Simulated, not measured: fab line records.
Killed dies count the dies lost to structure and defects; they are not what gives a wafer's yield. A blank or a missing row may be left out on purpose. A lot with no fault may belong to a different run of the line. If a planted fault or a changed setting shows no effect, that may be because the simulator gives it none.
Which tool did it? | flow nand_harc | 24 lots with 72 wafers sampled at 3 steps, on a route of 1159 steps

WHAT THE GAUGES SHOWED, per wafer
NHARC_P_STI_CD_MEAS_16. Usual: cd_nm reads 202 nm (standard deviation 3.7).
lot  | measured    | on        | cd_nm (nm)  | flag
L074 | day 2 14:04 | cd_sem-03 | 209 199 201 |
L075 | day 2 19:02 | cd_sem-03 | 208 205 204 |
L077 | day 3 03:08 | cd_sem-01 | 196 197 198 |
L076 | day 3 03:18 | cd_sem-03 | 199 200 195 |
L078 | day 3 13:07 | cd_sem-03 | 199 199 201 |
L079 | day 3 19:50 | cd_sem-02 | 205 203 206 |
L081 | day 4 03:56 | cd_sem-02 | 201 203 204 |
L080 | day 4 04:05 | cd_sem-02 | 199 202 199 |
L082 | day 4 11:37 | cd_sem-01 | 204 205 202 |
L083 | day 4 21:06 | cd_sem-01 | 202 207 212 |
L084 | day 4 21:18 | cd_sem-01 | 199 208 202 |
L085 | day 5 05:34 | cd_sem-03 | 210 200 212 |
L086 | day 5 11:38 | cd_sem-03 | 199 201 202 |
L087 | day 5 19:51 | cd_sem-01 | 199 201 197 |
L088 | day 6 02:17 | cd_sem-01 | 204 201 201 |
L089 | day 6 02:27 | cd_sem-02 | 207 208 201 |
L090 | day 6 11:46 | cd_sem-02 | 206 206 200 |
L091 | day 6 19:04 | cd_sem-02 | 205 198 200 |
L092 | day 7 00:01 | cd_sem-03 | 201 200 206 |
L094 | day 7 08:13 | cd_sem-01 | 198 201 200 |
L093 | day 7 08:23 | cd_sem-02 | 206 203 199 |
L095 | day 7 19:43 | cd_sem-02 | 203 198 197 |
L096 | day 7 19:53 | cd_sem-03 | 203 198 198 |
L097 | day 8 05:40 | cd_sem-02 | 204 205 202 |

NHARC_P_GATE_CD_MEAS_59: the cd target is 720 nm. Usual: cd_nm reads 719.6 nm (standard deviation 2).
lot  | measured     | on        | cd_nm (nm)        | flag
L074 | day 5 09:17  | cd_sem-01 | 719.1 721.8 719.0 |
L075 | day 5 09:56  | cd_sem-01 | 718.8 723.7 717.4 |
L077 | day 5 22:40  | cd_sem-03 | 721.0 720.4 722.2 |
L076 | day 6 06:08  | cd_sem-02 | 718.0 719.8 719.7 |
L078 | day 6 06:17  | cd_sem-03 | 718.9 720.5 722.3 |
L079 | day 6 19:38  | cd_sem-01 | 723.6 716.6 719.7 |
L081 | day 7 00:34  | cd_sem-01 | 717.7 718.5 721.6 |
L080 | day 7 00:20  | cd_sem-01 | 717.4 716.5 713.3 |
L082 | day 7 06:53  | cd_sem-02 | 718.5 724.0 720.1 |
L083 | day 7 20:53  | cd_sem-03 | 719.7 721.1 722.7 |
L084 | day 7 18:16  | cd_sem-02 | 718.4 716.6 718.8 |
L085 | day 8 00:15  | cd_sem-03 | 719.9 720.9 718.5 |
L086 | day 8 12:11  | cd_sem-01 | 721.1 720.3 719.0 |
L087 | day 8 12:52  | cd_sem-01 | 721.0 724.6 719.6 |
L088 | day 8 21:56  | cd_sem-03 | 718.0 719.4 716.7 |
L089 | day 8 22:19  | cd_sem-03 | 719.7 719.4 718.8 |
L090 | day 9 08:14  | cd_sem-02 | 718.5 720.1 718.4 |
L091 | day 9 13:48  | cd_sem-01 | 714.6 718.5 717.6 |
L092 | day 9 14:05  | cd_sem-03 | 717.4 716.3 719.0 |
L094 | day 10 08:03 | cd_sem-02 | 721.7 718.4 722.3 |
L093 | day 10 08:29 | cd_sem-01 | 719.0 718.0 719.0 |
L095 | day 10 17:46 | cd_sem-01 | 720.8 719.3 717.1 |
L096 | day 10 17:31 | cd_sem-01 | 720.4 717.9 718.4 |
L097 | day 11 05:17 | cd_sem-02 | 718.2 720.6 718.5 |

WHICH TOOL RAN EACH LOT (tool, then ch and the chambers of the sampled wafers, then the start)
lot  | NHARC_P_GATE_ETCH_104
L074 | rie_diel-06 ch 1,3, day 4 19:50
L075 | rie_diel-03 ch 0,1,2, day 4 20:01
L077 | rie_diel-06 ch 0,1,2, day 5 09:01
L076 | rie_diel-03 ch 1,2,3, day 5 09:53
L078 | rie_diel-03 ch 1,2,3, day 5 16:46
L079 | rie_diel-13 ch 0,2, day 6 03:58
L081 | rie_diel-06 ch 0,1,3, day 6 09:53
L080 | rie_diel-03 ch 1,2, day 6 09:48
L082 | rie_diel-06 ch 0,1,3, day 6 15:11
L083 | rie_diel-06 ch 0,2,3, day 7 05:25
L084 | rie_diel-06 ch 0,3, day 7 04:59
L085 | rie_diel-03 ch 0,2,3, day 7 09:04
L086 | rie_diel-06 ch 0,1,2, day 7 23:02
L087 | rie_diel-03 ch 0,1,3, day 7 23:13
L088 | rie_diel-06 ch 1,2,3, day 8 07:58
L089 | rie_diel-06 ch 0,2,3, day 8 08:32
L090 | rie_diel-03 ch 1,2,3, day 8 18:36
L091 | rie_diel-06 ch 2,3, day 9 00:31
L092 | rie_diel-03 ch 0,2, day 9 00:19
L094 | rie_diel-03 ch 0,2,3, day 9 18:36
L093 | rie_diel-06 ch 1,2,3, day 9 19:02
L095 | rie_diel-06 ch 2, day 10 03:42
L096 | rie_diel-06 ch 1,2, day 10 03:23
L097 | rie_diel-06 ch 0,1,2, day 10 15:46
- NHARC_P_GATE_ETCH_104: etches the open film in CF4/CHF3, target depth 60 nm.

AS READ BY THE TOOLS THEMSELVES (means over the sampled wafers that have a number; for cases with no such wafer, the mark the record gives instead)
NHARC_P_GATE_ETCH_104. Usual: drypump_motor_current_A 5.86 A, standard deviation 0.3; oes_product_au 0.941 a.u., standard deviation 0.022; rf_vpp_V 370.3 V, standard deviation 2.5; showerhead_plenum_p_Torr 1.56 Torr, standard deviation 0.069; throttle_valve_pct 16.802 %, standard deviation 0.0094.
lot  | tool        | drypump_motor_current_A (A) | oes_product_au (a.u.) | rf_vpp_V (V) | showerhead_plenum_p_Torr (Torr) | throttle_valve_pct (%) | flag
L074 | rie_diel-06 | 5.91                        | 0.936                 | 370.6        | 1.54                            | 16.807                 |
L075 | rie_diel-03 | 6.12                        | 0.954                 | 368.8        | 1.52                            | 16.802                 |
L077 | rie_diel-06 | 5.60                        | 0.915                 | 371.2        | 1.59                            | 16.798                 |
L076 | rie_diel-03 | 6.15                        | 0.938                 | 370.3        | 1.56                            | 16.805                 |
L078 | rie_diel-03 | 6.16                        | 0.959                 | 370.2        | 1.56                            | 16.802                 |
L079 | rie_diel-13 | 5.66                        | 0.953                 | 372.5        | 1.62                            | 16.811                 |
L081 | rie_diel-06 | 5.75                        | 0.930                 | 369.0        | 1.52                            | 16.809                 |
L080 | rie_diel-03 | 6.20                        | 0.943                 | 368.8        | 1.52                            | 16.804                 |
L082 | rie_diel-06 | 5.74                        | 0.930                 | 369.5        | 1.52                            | 16.805                 |
L083 | rie_diel-06 | 5.66                        | 0.923                 | 370.2        | 1.55                            | 16.793                 |
L084 | rie_diel-06 | 5.58                        | 0.923                 | 368.7        | 1.50                            | 16.810                 |
L085 | rie_diel-03 | 6.07                        | 0.973                 | 370.0        | 1.55                            | 16.794                 |
L086 | rie_diel-06 | 5.59                        | 0.961                 | 371.4        | 1.58                            | 16.801                 |
L087 | rie_diel-03 | 6.21                        | 0.960                 | 370.9        | 1.57                            | 16.806                 |
L088 | rie_diel-06 | 5.84                        | 0.924                 | 370.2        | 1.57                            | 16.800                 |
L089 | rie_diel-06 | 5.66                        | 0.931                 | 369.5        | 1.55                            | 16.799                 |
L090 | rie_diel-03 | 6.13                        | 0.956                 | 370.1        | 1.55                            | 16.796                 |
L091 | rie_diel-06 | 5.89                        | 0.922                 | 368.6        | 1.53                            | 16.817                 |
L092 | rie_diel-03 | 5.96                        | 0.962                 | 368.1        | 1.50                            | 16.792                 |
L094 | rie_diel-03 | 6.05                        | 0.918                 | 369.0        | 1.55                            | 16.799                 |
L093 | rie_diel-06 | 5.82                        | 0.966                 | 370.4        | 1.57                            | 16.809                 |
L095 | rie_diel-06 | 5.61                        | 0.908                 | 373.7        | 1.66                            | 16.796                 |
L096 | rie_diel-06 | 5.68                        | 0.939                 | 372.6        | 1.63                            | 16.808                 |
L097 | rie_diel-06 | 5.59                        | 0.971                 | 370.7        | 1.58                            | 16.802                 |

THE ANSWER, worked out from the rows above alone
Rule: a lot counts as off when the mean over its wafers that have a number is more than 3 standard deviations away from the usual mean. A lot without any number at a reading at which 4 lots or more have one is off too. Where the step has rows for the other lots, those lots are counted as sound. After the gauges, taken in route order, come the tools' own readings; for these a lot's mean is taken, as printed above. At the first step where some lot is off, the reading lying furthest off is the one used; lots without a number count as furthest.
No lot is off on any of the readings shown, so nothing can be concluded from this.

WHAT THE SIMULATOR HAD PUT IN
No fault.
